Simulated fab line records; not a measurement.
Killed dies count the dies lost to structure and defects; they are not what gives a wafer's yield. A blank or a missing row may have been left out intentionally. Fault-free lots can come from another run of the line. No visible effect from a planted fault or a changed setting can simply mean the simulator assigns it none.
A struck lot beside a sound one	flow n5-finfet	42 steps out of a route of 1938
Sound: wafers L556.1, L556.4, L556.6. Wafers struck: L560.2, L560.3, L560.5. Last of all comes the cause.
Order at every step that has rows: each side's tool, ch and its chambers, its first start. Under that, the readings that differ: sound wafers	struck wafers	difference of the means	sigmas: that difference in standard deviations of wafers without a fault.
alike: a reading whose means differ by less than 2 such deviations, as well as words and numbers matching on both sides. not compared: withheld readings; readings where some wafer has no value; bounds like >300 that might hide an equal value; numbers whose values overlap and for which the record gives no deviation.
The two part at a step that has a row with sigmas, a row that says differs or no value, or rows on one side only. When numbers do not overlap yet have no deviation, they are printed without sigmas and do not part them. A reading missing from all wafers of one side parts the sides only when that side holds two or more wafers.

first, 2 steps without rows for these wafers: N5_BEOL_M3_ETCH_41 (etches SiCN in CH3F/O2, target depth 29.9 nm, time 52.5 s); N5_BEOL_M3_STRIP_97 (strips in N2/H2, time 10 s).
N5_BEOL_M3_OCD_MEAS_38:
  struck on ocd-02, day 11 01:04; sound on ocd-01, day 9 05:56
  alike: trench-depth-nm
then, 4 steps without rows for these wafers: N5_BEOL_M3_HM_STRIP_39 (strips TiN in peroxide tin strip, target depth 25 nm, time 158 s); N5_BEOL_M3_SRD_40 (time 30 s); N5_BEOL_M3_PRECLEAN_42 (cleans in residue remover, time 60 s); N5_BEOL_M3_SRD_43 (time 30 s).
N5_BEOL_M3_CD_MEAS_35: target cd 18 nm, target cd y 21 nm.
  struck on cd-sem-02, day 11 01:13; sound on cd-sem-02, day 9 06:06
  alike: cd-nm
then, 1 step without rows for these wafers: N5_BEOL_M3_DEGAS_44 (time 60 s).
N5_BEOL_M3_PRE_CLEAN_45: time 30 s.
  struck on pvd-sputter-03, day 11 01:44; sound on pvd-sputter-03, day 9 08:42
  alike: heater-power-w
then, 2 steps without rows for these wafers: N5_BEOL_M3_ALD_84 (deposits TaN, pulse time 2 s, purge time 3 s, co reactant purge time 2 s); N5_BEOL_M3_SURFACE_TREAT_85.
N5_BEOL_M3_CVD_47: deposits Co from CCTBA/H2, target thk 3 nm, time 223.8 s.
  sound on cvd-co-02 ch 0,2, day 9 09:05; struck on cvd-co-01 ch 0,2, day 11 02:10
  not compared: since-wet-clean-h
then, 4 steps without rows for these wafers: N5_BEOL_M3_SPUTTER_48 (material Cu, target thk 4.5 nm, time 8.29 s); N5_BEOL_M3_ANNEAL_49 (time 240 s); N5_BEOL_M3_SPUTTER_79 (material Cu, target thk 4.5 nm, time 8.29 s); N5_BEOL_M3_ANNEAL_80 (time 240 s).
N5_BEOL_M3_SPUTTER_81: material Cu, target thk 4.5 nm, time 8.29 s.
  struck on pvd-sputter-03, day 11 02:46; sound on pvd-sputter-03, day 9 09:41
  alike: chamber-pressure-pa, throttle-valve-pct
then, 1 step without rows for these wafers: N5_BEOL_M3_ANNEAL_82 (time 240 s).
N5_BEOL_M3_SPUTTER_86: material Cu, target thk 4.5 nm, time 8.29 s.
  struck on pvd-sputter-03, day 11 02:59; sound on pvd-sputter-03, day 9 09:55
  alike: chamber-pressure-pa, throttle-valve-pct
then, 7 steps without rows for these wafers: N5_BEOL_M3_ANNEAL_87 (time 240 s); N5_BEOL_M3_SPUTTER_88 (material Cu, target thk 4.5 nm, time 8.29 s); N5_BEOL_M3_ANNEAL_89 (time 240 s); N5_BEOL_M3_SPUTTER_90 (material Cu, target thk 4.5 nm, time 8.29 s); N5_BEOL_M3_ANNEAL_91 (time 240 s); N5_BEOL_M3_SPUTTER_92 (material Cu, target thk 4.5 nm, time 8.29 s); N5_BEOL_M3_ANNEAL_93 (time 240 s).
N5_BEOL_M3_SPUTTER_94: material Cu, target thk 4.5 nm, time 8.29 s.
  struck on pvd-sputter-03, day 11 03:52; sound on pvd-sputter-03, day 9 10:47
  alike: chamber-pressure-pa, throttle-valve-pct
then, 5 steps without rows for these wafers: N5_BEOL_M3_ANNEAL_95 (time 240 s); N5_BEOL_M3_SPUTTER_96 (material Cu, target thk 4.5 nm, time 8.29 s); N5_BEOL_M3_ECD_50 (material Cu, target thk 300 nm); N5_BEOL_M3_ANNEAL_51 (time 90 s); N5_BEOL_M3_CMP_52 (polishes, stops on SiOC, t overpolish 6.8 s, target thk 40 nm).
N5_BEOL_M3_THK_MEAS_53: measures by xrf.
  struck on film-metro-02, day 11 04:53; sound on film-metro-02, day 9 12:03
  alike: M3_THK
then, 3 steps without rows for these wafers: N5_BEOL_M3_PRE_CLEAN_60 (time 15 s); N5_BEOL_M3_CO_CAP_55 (material Co, precursor CCTBA/H2, target thk 2 nm, time 102.1 s); N5_BEOL_M3_PRE_CLEAN_56 (time 15 s).
N5_BEOL_M3_DEP_57: deposits SiCN from 3MS/NH3, target thk 8 nm, time 14 s.
  sound on pecvd-01 ch 0,2, day 9 12:15; struck on pecvd-02 ch 0,2, day 11 05:05
reading	sound	struck	difference	sigmas
showerhead-plenum-p-Torr (Torr)	3.634 3.644 3.646	3.697 3.694 3.670	+0.046	+3
  alike: throttle-valve-pct
  not compared: since-wet-clean-h
N5_BEOL_M3_RS_MEAS_58: measurement is done with a four-point probe.
  struck on film-metro-02, day 11 05:11; sound on film-metro-02, day 9 12:19
  alike: M3_RS
then, 1 step without rows for these wafers: N5_BEOL_M4_ILD_DEP_00 (deposits SiOC from DEMS/O2, target thk 79 nm, time 15.3 s).
N5_BEOL_M4_THK_MEAS_01:
  struck on film-metro-01, day 11 05:20; sound on film-metro-01, day 9 12:27
  alike: M4_ILD_THK
-- here the record skips 6 days between the struck wafers' starts before and after, leaving off in module BEOL_M4 and picking up in module PASSIVATION (first step shown: number 1936 of the route) --
N5_PASSIVATION_PROBE_49:
  struck on prober-02, day 16 20:51; sound on prober-01, day 14 21:31
reading	sound	struck	difference	sigmas
defect-limited-yield (%)	91.2 93.0 89.8	86.1 83.7 84.7	-6.5	-5
killed_at_M0_to_M3	31 15 48	84 131 102	+74	+7
killed-dies	104 83 120	164 192 181	+77	+5
killed-on-rim	10 7 20	36 31 31	+20	+5
sort_bin_5_function (%)	5.2 4.1 5.6	7.5 10.1 9.5	+4.1	+4
sort-n-pass	1076 1097 1059	1016 988 999	-76	-4
  alike: killed_at_M4_up, killed-at-contacts, killed-at-front-end, killed-at-other, killed-open, killed-short, sort_bin_6_memory, sort_bin_8_speed

## WHERE THEY PART
Earliest at N5_BEOL_M3_DEP_57; latest, in this record, at N5_PASSIVATION_PROBE_49.

WHY: the cause the simulator had injected
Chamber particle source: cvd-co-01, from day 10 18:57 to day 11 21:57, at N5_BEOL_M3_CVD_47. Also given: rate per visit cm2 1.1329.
